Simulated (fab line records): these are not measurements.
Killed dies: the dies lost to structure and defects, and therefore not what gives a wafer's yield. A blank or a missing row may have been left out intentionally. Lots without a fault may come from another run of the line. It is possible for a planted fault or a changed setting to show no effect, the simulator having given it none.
fab line records | flow n5_finfet
[record] lots = 24 wafers = 72 last_day = 18
route steps=1938 shown MOL_CONTACT_COAG@561 BEOL_M0_SAQP@636
lots with no fault: from the same line, run without faults
start_h: hours from the record's opening day to when the first of the lot's shown wafers began | wait_h: time in hours since the lot's previous step | " repeats the value in the row above | L1.1+2: a row that stands for several wafers | - no value, or no start was given | * or withheld: withheld | < > ~ a bound
route shown NAME@n: a module of which the file shows steps, and the number in the route of the first | usual: mean/standard deviation of fault-free wafers | same: alike in all rows | chamber/n: place in a boat | sites: the reading at each site | _std_site: their standard deviation | _edge_site: inner sites' mean taken away from outer sites' mean | radius_mm: how far each site lies from the wafer's centre | mask NAME#n: copy n | behind: the most recent tool/chamber to have shaped the wafer | hold: reason for holding the lot/hours on hold/outcome of the hold | device: names the non-switching transistor (n, p or np) | end of line: tests run on the same wafers once the route is complete | where a step has no rows: the recipe by itself | killed: dies that structure and defects cost at the first sort, which is not the same as the wafer's yield | map: a wafer's dies, marking killed ones x, the rest . and places with no die _
set.NAME: the run value of the setting; set.NAME@STEP: its run value at that earlier step | model.NAME: the simulator's own value behind a step, which no gauge read
one table for each step of the route and one row for each wafer, over a sample of lots
services: from which hour (start_h, from the record's first day; less than 0 if before it) a tool's chamber was out of use, for how many hours, and why
[[steps]]
[step N5_MOL_CONTACT_COAG_THK_MEAS_29]
[recipe] reads = SiNx_of_GATE_CUT_PECVD_57+SiNx_of_GATE_CUT_SAC_CAP_01
[usual] MD_CAP_THK = 17.92/0.072
// columns lot.wafer tool chamber start_h wait_h MD_CAP_THK[nm]
L074.1 film_metro-02 - 98.88 - 17.84
L074.2 " - " " 17.92
L074.6 " - " " 17.85
L075.1 film_metro-02 - 104.32 - 17.88
L075.4 " - " " 18.02
L075.5 " - " " 17.95
L076.1 film_metro-02 - 107.99 - 17.92
L076.2 " - " " 17.84
L076.4 " - " " 17.98
L077.2 film_metro-01 - 117.91 - 17.80
L077.5 " - " " 17.89
L077.6 " - " " 17.85
L078.3 film_metro-02 - 120.56 - 17.75
L078.5 " - " " 17.88
L078.6 " - " " 17.97
L079.2 film_metro-01 - 124.38 - 17.96
L079.4 " - " " 17.99
L079.5 " - " " 17.92
L080.3 film_metro-02 - 139.92 - 17.89
L080.5 " - " " 17.93
L080.6 " - " " 17.86
L081.1 film_metro-01 - 140.15 - 17.90
L081.3 " - " " 17.88
L081.5 " - " " 17.88
L082.1 film_metro-02 - 146.08 - 17.96
L082.4 " - " " 17.85
L082.5 " - " " 17.98
L084.2 film_metro-02 - 153.45 - 17.76
L084.3 " - " " 17.88
L084.6 " - " " 17.99
L083.2 film_metro-01 - 154.82 - 17.90
L083.5 " - " " 17.99
L083.6 " - " " 17.94
L085.1 film_metro-02 - 164.47 - 17.90
L085.5 " - " " 17.96
L085.6 " - " " 18.01
L086.1 film_metro-02 - 169.69 - 18.00
L086.2 " - " " 17.91
L086.3 " - " " 17.90
L087.1 film_metro-01 - 174.05 - 17.97
L087.3 " - " " 17.94
L087.5 " - " " 17.86
L088.2 film_metro-01 - 188.22 - 17.94
L088.3 " - " " 18.04
L088.5 " - " " 17.95
L089.1 film_metro-01 - 188.53 - 17.92
L089.2 " - " " 17.96
L089.5 " - " " 17.95
L090.3 film_metro-02 - 192.25 - 17.90
L090.5 " - " " 17.85
L090.6 " - " " 17.90
L091.2 film_metro-01 - 197.51 - 17.77
L091.4 " - " " 17.97
L091.5 " - " " 17.88
L092.2 film_metro-01 - 203.97 - 17.82
L092.3 " - " " 17.85
L092.5 " - " " 17.97
L093.1 film_metro-01 - 215.13 - 17.89
L093.3 " - " " 17.88
L093.6 " - " " 17.88
L094.2 film_metro-01 - 221.30 - 17.97
L094.3 " - " " 17.89
L094.5 " - " " 17.92
L095.3 film_metro-02 - 226.29 - 17.86
L095.4 " - " " 18.00
L095.5 " - " " 17.95
L096.3 film_metro-02 - 245.18 - 17.84
L096.4 " - " " 17.87
L096.5 " - " " 17.90
L097.1 film_metro-01 - 245.31 - 17.83
L097.2 " - " " 17.85
L097.3 " - " " 17.83
[step N5_MOL_CONTACT_COAG_OVL_MEAS_41]
[recipe] points_per_wafer = 522
[usual] VD_OVL = -0.2/0.71
// columns lot.wafer tool chamber start_h wait_h VD_OVL[nm]
L074.1 overlay-02 0 101.30 0.0 -0.3
L074.2 " 0 " " -0.9
L074.6 " 0 " " -1.2
L075.1 overlay-02 0 106.72 0.0 -0.5
L075.4 " 0 " " 1.1
L075.5 " 0 " " -0.1
L076.1 overlay-01 0 110.43 0.0 -1.0
L076.2 " 0 " " -0.7
L076.4 " 0 " " -0.8
L077.2 overlay-01 0 120.09 0.0 -0.2
L077.5 " 0 " " -1.2
L077.6 " 0 " " -0.7
L078.3 overlay-01 0 123.49 0.0 -1.3
L078.5 " 0 " " -1.2
L078.6 " 0 " " -1.2
L079.2 overlay-01 0 126.83 0.0 -0.3
L079.4 " 0 " " -0.7
L079.5 " 0 " " 0.2
L080.3 overlay-01 0 144.16 0.0 -0.2
L080.5 " 0 " " 0.0
L080.6 " 0 " " -0.7
L081.1 overlay-02 0 144.66 0.0 -1.3
L081.3 " 0 " " -0.9
L081.5 " 0 " " -0.8
L082.1 overlay-01 0 148.57 0.0 0.0
L082.4 " 0 " " -0.5
L082.5 " 0 " " -0.1
L084.2 overlay-02 0 156.04 0.0 1.2
L084.3 " 0 " " 0.7
L084.6 " 0 " " 1.6
L083.2 overlay-01 0 157.35 0.0 0.1
L083.5 " 0 " " 0.5
L083.6 " 0 " " -0.2
L085.1 overlay-02 0 167.24 0.0 -0.3
L085.5 " 0 " " -1.0
L085.6 " 0 " " 0.1
L086.1 overlay-01 0 172.12 0.0 -0.3
L086.2 " 0 " " -1.3
L086.3 " 0 " " 0.4
L087.1 overlay-02 0 176.35 0.0 -1.3
L087.3 " 0 " " 0.1
L087.5 " 0 " " -1.4
L088.2 overlay-01 0 191.20 0.0 0.4
L088.3 " 0 " " -0.8
L088.5 " 0 " " -0.7
L089.1 overlay-01 0 191.40 0.0 -0.9
L089.2 " 0 " " -1.2
L089.5 " 0 " " -1.8
L090.3 overlay-01 0 194.71 0.0 0.2
L090.5 " 0 " " 0.8
L090.6 " 0 " " -0.9
L091.2 overlay-01 0 200.13 0.0 -0.6
L091.4 " 0 " " -0.5
L091.5 " 0 " " -1.4
L092.2 overlay-01 0 206.44 0.0 -0.8
L092.3 " 0 " " 1.2
L092.5 " 0 " " 0.6
L093.1 overlay-01 0 217.44 0.0 0.3
L093.3 " 0 " " 0.4
L093.6 " 0 " " -0.3
L094.2 overlay-02 0 223.89 0.0 -0.5
L094.3 " 0 " " 0.0
L094.5 " 0 " " 0.0
L095.3 overlay-02 0 229.02 0.0 0.1
L095.4 " 0 " " -0.1
L095.5 " 0 " " 0.2
L096.3 overlay-02 0 247.54 0.0 1.1
L096.4 " 0 " " -1.1
L096.5 " 0 " " 0.7
L097.1 overlay-02 0 247.73 0.0 -0.3
L097.2 " 0 " " -0.4
L097.3 " 0 " " -0.1
[step N5_MOL_CONTACT_COAG_STRIP_49]
[recipe] chemistry = N2/H2 time_s = 30 power_w = 1000 temp_c = 250 pressure_mtorr = withheld n2_flow_sccm = 1750 h2_flow_sccm = 3250
[usual] drypump_motor_current_A = 5.7/0.41 h2_flow_sccm = 3251/10 heater_power_w = 330/34
// columns lot.wafer tool chamber start_h wait_h drypump_motor_current_A h2_flow_sccm heater_power_w rf_hours_counter_h
L074.1 plasma_asher-02 1 102.07 - 6.3 3242 320 88
L074.2 " 0 " " 5.7 3239 300 88
L074.6 " 1 " " 6.2 3258 330 -
L075.1 plasma_asher-01 0 107.69 - 5.6 3243 313 49
L075.4 " 0 " " 5.6 3239 322 -
L075.5 " 1 " " 5.1 3239 393 -
L076.1 plasma_asher-01 0 111.44 - 5.6 3251 321 49
L076.2 " 1 " " 5.1 3280 387 49
L076.4 " 1 " " 5.1 3263 383 -
L077.2 plasma_asher-01 0 121.25 - 5.6 3241 317 53
L077.5 " 0 " " 5.6 3241 323 -
L077.6 " 1 " " 5.1 3258 395 -
L078.3 plasma_asher-01 1 124.42 - 5.1 3259 381 -
L078.5 " 0 " " 5.6 3258 327 -
L078.6 " 1 " " 5.1 3254 394 -
L079.2 plasma_asher-01 0 127.59 - 5.6 3267 312 56
L079.4 " 0 " " 5.6 3245 326 -
L079.5 " 1 " " 5.1 3258 392 -
L080.3 plasma_asher-01 1 144.94 - 5.1 3243 391 -
L080.5 " 0 " " 5.6 3238 319 -
L080.6 " 1 " " 5.1 3249 390 -
L081.1 plasma_asher-01 0 145.43 - 5.6 3250 319 59
L081.3 " 0 " " 5.6 3262 318 -
L081.5 " 1 " " 5.1 3262 393 -
L082.1 plasma_asher-02 1 149.39 - 6.2 3265 314 93
L082.4 " 1 " " 6.2 3239 322 -
L082.5 " 0 " " 5.7 3236 292 -
L084.2 plasma_asher-01 0 156.89 - 5.6 3243 315 62
L084.3 " 1 " " 5.1 3271 390 -
L084.6 " 1 " " 5.1 3246 399 -
L083.2 plasma_asher-02 0 158.21 - 5.7 3250 298 95
L083.5 " 0 " " 5.7 3258 302 -
L083.6 " 1 " " 6.3 3249 319 -
L085.1 plasma_asher-01 1 168.17 - 5.1 3218 400 65
L085.5 " 0 " " 5.6 3241 323 -
L085.6 " 1 " " 5.1 3234 382 -
L086.1 plasma_asher-01 1 173.21 - 5.1 3240 386 66
L086.2 " 0 " " 5.6 3254 321 66
L086.3 " 0 " " 5.6 3262 331 -
L087.1 plasma_asher-02 0 177.18 - 5.7 3240 299 99
L087.3 " 0 " " 5.7 3253 297 -
L087.5 " 0 " " 5.7 3269 303 -
L088.2 plasma_asher-02 0 192.02 - 5.7 3259 293 101
L088.3 " 0 " " 5.7 3262 298 -
L088.5 " 0 " " 5.7 3245 295 -
L089.1 plasma_asher-02 0 192.36 - 5.7 3262 298 101
L089.2 " 1 " " 6.2 3248 325 101
L089.5 " 1 " " 6.2 3249 322 -
L090.3 plasma_asher-02 1 195.87 - 6.2 3242 307 -
L090.5 " 1 " " 6.2 3247 317 -
L090.6 " 0 " " 5.6 3256 293 -
L091.2 plasma_asher-01 1 200.89 - 5.1 3259 393 71
L091.4 " 1 " " 5.1 3261 380 -
L091.5 " 0 " " 5.6 3262 319 -
L092.2 plasma_asher-02 0 207.27 - 5.7 3232 308 104
L092.3 " 1 " " 6.2 3255 314 -
L092.5 " 1 " " 6.2 3251 328 -
L093.1 plasma_asher-02 0 218.29 - 5.7 3255 308 106
L093.3 " 1 " " 6.2 3242 327 -
L093.6 " 0 " " 5.7 3249 298 -
L094.2 plasma_asher-02 0 224.67 - 5.7 3257 298 107
L094.3 " 0 " " 5.7 3277 296 -
L094.5 " 1 " " 6.2 3235 315 -
L095.3 plasma_asher-02 1 229.80 - 6.2 3249 323 -
L095.4 " 0 " " 5.7 3238 293 -
L095.5 " 1 " " 6.2 3243 313 -
L096.3 plasma_asher-02 0 248.44 - 5.7 3270 298 -
L096.4 " 1 " " 6.2 3250 323 -
L096.5 " 1 " " 6.2 3253 324 -
L097.1 plasma_asher-02 0 248.99 - 5.7 3237 303 114
L097.2 " 1 " " 6.3 3243 328 114
L097.3 " 0 " " 5.7 3252 296 -
[step N5_BEOL_M0_SAQP_PECVD_96]
[recipe] material = a-Si target_thk_a = 450 temp_c = 350 precursor = SiH4/He pressure_torr = 3 rf_w = 100 time_s = 45.2
[usual] heater_power_outer_w = 384/50 heater_power_w = 652/62 showerhead_plenum_p_Torr = 5.67/0.05 throttle_valve_pct = 18.6/0.87
// columns lot.wafer tool chamber start_h wait_h heater_power_outer_w heater_power_w showerhead_plenum_p_Torr throttle_valve_pct
L074.1 pecvd-03 2 108.24 0.0 377 675 5.60 17.7
L074.2 " 1 " " 363 594 5.76 18.1
L074.6 " 1 " " 365 592 5.75 18.2
L075.1 pecvd-03 1 112.44 0.0 390 630 5.76 18.2
L075.4 " 1 " " 394 620 5.74 17.9
L075.5 " 2 " " 407 693 5.60 17.5
L076.1 pecvd-01 1 116.46 0.0 304 554 5.64 19.5
L076.2 " 2 " " 317 566 5.69 20.4
L076.4 " 1 " " 304 564 5.63 19.0
L077.2 pecvd-01 1 127.62 0.0 338 590 5.64 19.3
L077.5 " 2 " " 351 600 5.69 20.7
L077.6 " 0 " " 388 669 5.65 19.7
L078.3 pecvd-01 1 129.19 0.0 304 547 5.64 19.1
L078.5 " 2 " " 359 646 5.71 20.6
L078.6 " 0 " " 348 586 5.65 19.5
L079.2 pecvd-03 1 133.35 0.0 378 604 5.76 18.1
L079.4 " 1 " " 389 594 5.74 18.0
L079.5 " 2 " " 354 630 5.60 17.5
L080.3 pecvd-01 1 151.14 0.0 344 593 5.63 19.2
L080.5 " 2 " " 307 572 5.70 20.5
L080.6 " 0 " " 428 695 5.63 19.8
L081.1 pecvd-03 1 152.45 0.0 376 589 5.74 17.9
L081.3 " 0 " " 459 728 5.68 18.7
L081.5 " 0 " " 452 731 5.68 18.4
L082.1 pecvd-04 2 157.65 0.0 401 705 5.71 16.9
L082.4 " 2 " " 399 680 5.71 17.0
L082.5 " 0 " " 505 771 5.68 18.7
L084.2 pecvd-03 0 163.55 0.0 464 730 5.65 18.7
L084.3 " 1 " " 433 672 5.75 18.0
L084.6 " 2 " " 408 686 5.62 17.8
L083.2 pecvd-03 1 164.81 0.0 431 693 5.76 18.3
L083.5 " 1 " " 432 682 5.76 18.3
L083.6 " 0 " " 436 706 5.68 18.7
L085.1 pecvd-03 1 174.33 0.0 408 631 5.75 18.2
L085.5 " 2 " " 376 662 5.61 18.1
L085.6 " 0 " " 401 686 5.67 18.4
L086.1 pecvd-04 2 178.33 0.0 393 678 5.72 17.2
L086.2 " 1 " " 302 578 5.62 19.0
L086.3 " 0 " " 488 772 5.68 18.6
L087.1 pecvd-03 0 182.11 0.0 390 690 5.65 18.4
L087.3 " 2 " " 415 702 5.62 17.7
L087.5 " 1 " " 412 655 5.75 18.0
L088.2 pecvd-01 2 198.42 0.0 324 569 5.70 20.6
L088.3 " 0 " " 387 677 5.62 20.0
L088.5 " 0 " " 391 665 5.66 19.9
L089.1 pecvd-03 1 200.05 0.0 379 622 5.75 18.0
L089.2 " 2 " " 410 694 5.61 18.2
L089.5 " 2 " " 405 704 5.61 17.8
L090.3 pecvd-03 2 204.04 0.0 367 641 5.59 17.8
L090.5 " 2 " " 368 655 5.61 18.1
L090.6 " 0 " " 398 669 5.67 18.3
L091.2 pecvd-01 0 206.06 0.0 361 633 5.67 20.1
L091.4 " 1 " " 327 588 5.64 19.4
L091.5 " 0 " " 361 621 5.65 19.8
L092.2 pecvd-04 2 212.15 0.0 391 665 5.71 17.0
L092.3 " 0 " " 401 630 5.66 18.8
L092.5 " 2 " " 401 673 5.72 17.2
L093.1 pecvd-04 0 223.91 0.0 452 735 5.69 19.0
L093.3 " 2 " " 420 733 5.72 17.1
L093.6 " 2 " " 416 755 5.72 17.0
L094.2 pecvd-04 1 229.93 0.0 352 622 5.61 18.6
L094.3 " 2 " " 374 658 5.72 17.1
L094.5 " 0 " " 443 747 5.68 18.8
L095.3 pecvd-03 2 235.60 0.0 334 594 5.60 18.0
L095.4 " 2 " " 333 610 5.62 18.1
L095.5 " 1 " " 402 651 5.75 18.3
L096.3 pecvd-03 1 253.84 0.0 362 579 5.75 18.2
L096.4 " 0 " " 465 758 5.68 18.4
L096.5 " 2 " " 399 675 5.61 18.2
L097.1 pecvd-04 2 256.85 0.0 413 721 5.70 17.1
L097.2 " 0 " " 438 709 5.69 19.0
L097.3 " 1 " " 275 524 5.61 18.7
[step N5_BEOL_M0_SAQP_PECVD_04]
[recipe] material = a-Si target_thk_a = 600 temp_c = 350 precursor = SiH4/He pressure_torr = 3 rf_w = 100 time_s = 60.2
[usual] heater_power_outer_w = 384/44 heater_power_w = 653/51 showerhead_plenum_p_Torr = 5.67/0.05 throttle_valve_pct = 18.6/0.84
// columns lot.wafer tool chamber start_h wait_h heater_power_outer_w heater_power_w showerhead_plenum_p_Torr throttle_valve_pct
L074.1 pecvd-03 2 108.33 0.0 341 603 5.60 17.7
L074.2 " 1 " " 387 617 5.75 18.2
L074.6 " 1 " " 386 617 5.75 18.3
L075.1 pecvd-03 1 112.53 0.0 362 573 5.76 17.9
L075.4 " 1 " " 370 596 5.75 18.0
L075.5 " 2 " " 415 706 5.60 17.5
L076.1 pecvd-01 1 116.55 0.0 349 604 5.63 19.4
L076.2 " 2 " " 355 594 5.69 20.5
L076.4 " 1 " " 335 615 5.62 18.8
L077.2 pecvd-01 1 127.70 0.0 343 608 5.64 19.0
L077.5 " 2 " " 357 642 5.69 20.2
L077.6 " 0 " " 396 657 5.65 19.4
L078.3 pecvd-01 1 129.28 0.0 346 609 5.63 19.3
L078.5 " 2 " " 372 624 5.70 20.3
L078.6 " 0 " " 397 682 5.65 19.5
L079.2 pecvd-03 1 133.43 0.0 427 661 5.74 17.8
L079.4 " 1 " " 422 674 5.76 17.7
L079.5 " 2 " " 407 694 5.62 17.6
L080.3 pecvd-01 1 151.22 0.0 324 579 5.63 18.9
L080.5 " 2 " " 360 617 5.69 20.5
L080.6 " 0 " " 366 651 5.64 19.6
L081.1 pecvd-03 1 152.54 0.0 361 576 5.74 18.2
L081.3 " 0 " " 418 705 5.65 18.6
L081.5 " 0 " " 421 702 5.67 18.8
L082.1 pecvd-04 2 157.74 0.0 355 620 5.71 16.9
L082.4 " 2 " " 342 623 5.69 17.2
L082.5 " 0 " " 451 716 5.67 19.0
L084.2 pecvd-03 0 163.64 0.0 439 685 5.67 18.3
L084.3 " 1 " " 353 573 5.77 18.4
L084.6 " 2 " " 382 669 5.62 17.8
L083.2 pecvd-03 1 164.90 0.0 417 641 5.75 18.0
L083.5 " 1 " " 420 652 5.75 18.3
L083.6 " 0 " " 444 721 5.66 18.8
L085.1 pecvd-03 1 174.41 0.0 407 645 5.76 18.0
L085.5 " 2 " " 410 729 5.60 17.8
L085.6 " 0 " " 430 726 5.68 18.8
L086.1 pecvd-04 2 178.41 0.0 351 644 5.71 17.1
L086.2 " 1 " " 308 575 5.60 19.0
L086.3 " 0 " " 419 702 5.69 18.8
L087.1 pecvd-03 0 182.20 0.0 428 740 5.67 18.5
L087.3 " 2 " " 389 671 5.62 17.7
L087.5 " 1 " " 410 641 5.77 18.2
L088.2 pecvd-01 2 198.50 0.0 363 644 5.69 20.6
L088.3 " 0 " " 371 623 5.64 19.8
L088.5 " 0 " " 368 626 5.64 20.1
L089.1 pecvd-03 1 200.13 0.0 428 657 5.73 18.1
L089.2 " 2 " " 346 651 5.59 17.6
L089.5 " 2 " " 353 630 5.61 17.9
L090.3 pecvd-03 2 204.13 0.0 391 687 5.62 17.8
L090.5 " 2 " " 392 701 5.62 18.0
L090.6 " 0 " " 408 671 5.67 18.3
L091.2 pecvd-01 0 206.19 0.0 418 715 5.64 19.7
L091.4 " 1 " " 277 517 5.63 19.3
L091.5 " 0 " " 439 725 5.65 19.9
L092.2 pecvd-04 2 212.24 0.0 345 621 5.71 17.2
L092.3 " 0 " " 416 674 5.69 19.1
L092.5 " 2 " " 353 625 5.70 17.1
L093.1 pecvd-04 0 223.99 0.0 437 702 5.71 18.9
L093.3 " 2 " " 343 639 5.70 17.2
L093.6 " 2 " " 350 635 5.71 17.2
L094.2 pecvd-04 1 230.02 0.0 318 591 5.61 18.6
L094.3 " 2 " " 414 707 5.70 17.1
L094.5 " 0 " " 457 737 5.69 18.9
L095.3 pecvd-03 2 235.69 0.0 417 701 5.59 17.9
L095.4 " 2 " " 413 715 5.60 18.0
L095.5 " 1 " " 393 627 5.76 18.0
L096.3 pecvd-03 1 253.92 0.0 410 629 5.75 17.9
L096.4 " 0 " " 418 697 5.68 18.6
L096.5 " 2 " " 391 681 5.62 18.0
L097.1 pecvd-04 2 256.93 0.0 361 658 5.71 17.1
L097.2 " 0 " " 450 732 5.69 19.0
L097.3 " 1 " " 283 546 5.61 18.7
[step N5_BEOL_M0_SAQP_SPACER1_ALD_98]
[recipe] material = SiO2 target_thk_a = 128 temp_c = 300 ald_precursor_family = BDEAS ald_co_reactant = O2-plasma pulse_time_s = 1 purge_time_s = 2 co_reactant_purge_time_s = 2 ald_cycles = 138 pressure_torr = 2
[usual] heater_power_outer_w = 292/31 heater_power_w = 513/39 precursor_pulse_height_rel = 1.003/0.019
// columns lot.wafer tool chamber start_h wait_h heater_power_outer_w heater_power_w precursor_pulse_height_rel
L074.1 ald_sin-04 3 109.89 0.3 275 465 0.962
L074.2 " 2 " " 343 573 1.038
L074.6 " 2 " " 343 567 0.988
L075.1 ald_sin-03 2 114.21 0.4 336 532 1.001
L075.4 " 3 " " 286 488 1.016
L075.5 " 0 " " 224 432 0.982
L076.1 ald_sin-02 2 118.43 0.6 301 544 1.029
L076.2 " 1 " " 325 526 0.991
L076.4 " 0 " " 282 539 1.016
L077.2 ald_sin-02 0 129.34 0.3 286 524 1.022
L077.5 " 0 " " 287 528 1.003
L077.6 " 1 " " 314 545 1.008
L078.3 ald_sin-03 3 131.08 0.1 290 503 1.018
L078.5 " 3 " " 286 490 1.012
L078.6 " 2 " " 339 523 0.983
L079.2 ald_sin-02 3 135.27 0.3 286 494 1.022
L079.4 " 2 " " 299 544 1.011
L079.5 " 3 " " 279 505 1.012
L080.3 ald_sin-03 2 154.49 1.3 334 534 1.025
L080.5 " 2 " " 327 533 0.973
L080.6 " 1 " " 264 523 1.002
L081.1 ald_sin-04 0 154.63 0.9 322 562 0.995
L081.3 " 3 " " 267 483 0.999
L081.5 " 2 " " 351 577 1.030
L082.1 ald_sin-04 1 160.24 1.2 270 483 1.038
L082.4 " 2 " " 348 587 0.988
L082.5 " 2 " " 350 557 0.996
L084.2 ald_sin-02 0 165.30 0.3 288 539 1.022
L084.3 " 1 " " 319 539 1.001
L084.6 " 3 " " 275 497 0.986
L083.2 ald_sin-02 0 166.46 0.3 279 533 1.004
L083.5 " 3 " " 285 507 0.990
L083.6 " 0 " " 283 533 1.025
L085.1 ald_sin-04 2 176.30 0.3 354 562 0.990
L085.5 " 2 " " 356 573 0.991
L085.6 " 3 " " 265 483 1.018
L086.1 ald_sin-04 1 180.00 0.3 264 471 1.025
L086.2 " 0 " " 312 563 1.014
L086.3 " 3 " " 276 461 1.001
L087.1 ald_sin-02 1 183.75 0.3 329 543 0.981
L087.3 " 3 " " 289 496 1.018
L087.5 " 3 " " 279 499 0.979
L088.2 ald_sin-03 1 200.65 0.3 265 515 1.007
L088.3 " 3 " " 285 487 0.993
L088.5 " 0 " " 228 434 0.982
L089.1 ald_sin-02 0 201.97 0.3 284 523 0.985
L089.2 " 1 " " 314 540 1.026
L089.5 " 3 " " 286 500 0.979
L090.3 ald_sin-02 3 206.31 0.1 282 515 0.978
L090.5 " 3 " " 281 499 0.999
L090.6 " 2 " " 312 547 1.011
L091.2 ald_sin-02 1 207.69 0.3 319 528 1.007
L091.4 " 3 " " 278 493 0.998
L091.5 " 3 " " 272 506 1.004
L092.2 ald_sin-03 3 213.97 0.4 278 472 1.000
L092.3 " 0 " " 228 432 1.031
L092.5 " 0 " " 233 438 0.998
L093.1 ald_sin-04 1 225.88 0.6 271 469 1.002
L093.3 " 3 " " 266 468 0.997
L093.6 " 0 " " 322 547 1.012
L094.2 ald_sin-04 3 231.66 0.3 277 476 1.005
L094.3 " 2 " " 352 567 1.004
L094.5 " 3 " " 282 466 0.992
L095.3 ald_sin-03 0 238.71 1.0 233 427 0.999
L095.4 " 1 " " 265 509 1.009
L095.5 " 2 " " 333 520 1.018
L096.3 ald_sin-02 3 256.10 0.1 277 495 1.019
L096.4 " 1 " " 314 551 1.021
L096.5 " 3 " " 280 503 0.984
L097.1 ald_sin-03 3 258.37 0.3 280 484 1.031
L097.2 " 1 " " 262 513 0.983
L097.3 " 0 " " 227 427 1.013
[[services]]
// columns tool chamber start_h hours kind
pecvd-03 - 84.18 0.7 repair
ald_sin-03 1 101.55 18.4 repair
pecvd-04 - 110.67 40.2 repair
plasma_asher-02 - 112.53 15.6 pm
pecvd-03 - 113.55 1.0 repair
pecvd-03 1 117.22 11.6 repair
pecvd-01 - 137.43 2.8 pm
pecvd-03 0 140.52 5.5 scheduled_down
ald_sin-03 - 177.86 14.0 pm
ald_sin-03 0 177.86 14.0 vent_cycle
pecvd-03 2 178.04 2.1 scheduled_down
pecvd-01 2 202.42 - clean
pecvd-01 2 202.42 - consumable_replace:showerhead
pecvd-01 2 202.42 29.0 scheduled_down
pecvd-01 2 202.42 29.0 vent_cycle
plasma_asher-01 - 208.67 0.9 repair
pecvd-04 1 220.00 2.1 scheduled_down
ald_sin-02 - 229.82 0.6 repair
ald_sin-04 2 236.79 53.0 repair
pecvd-03 2 239.61 5.5 scheduled_down
pecvd-01 - 240.01 0.7 repair
pecvd-04 2 241.44 2.1 scheduled_down
plasma_asher-01 - 246.73 1.9 repair
pecvd-03 - 255.30 4.5 repair
[[key]]
fault none
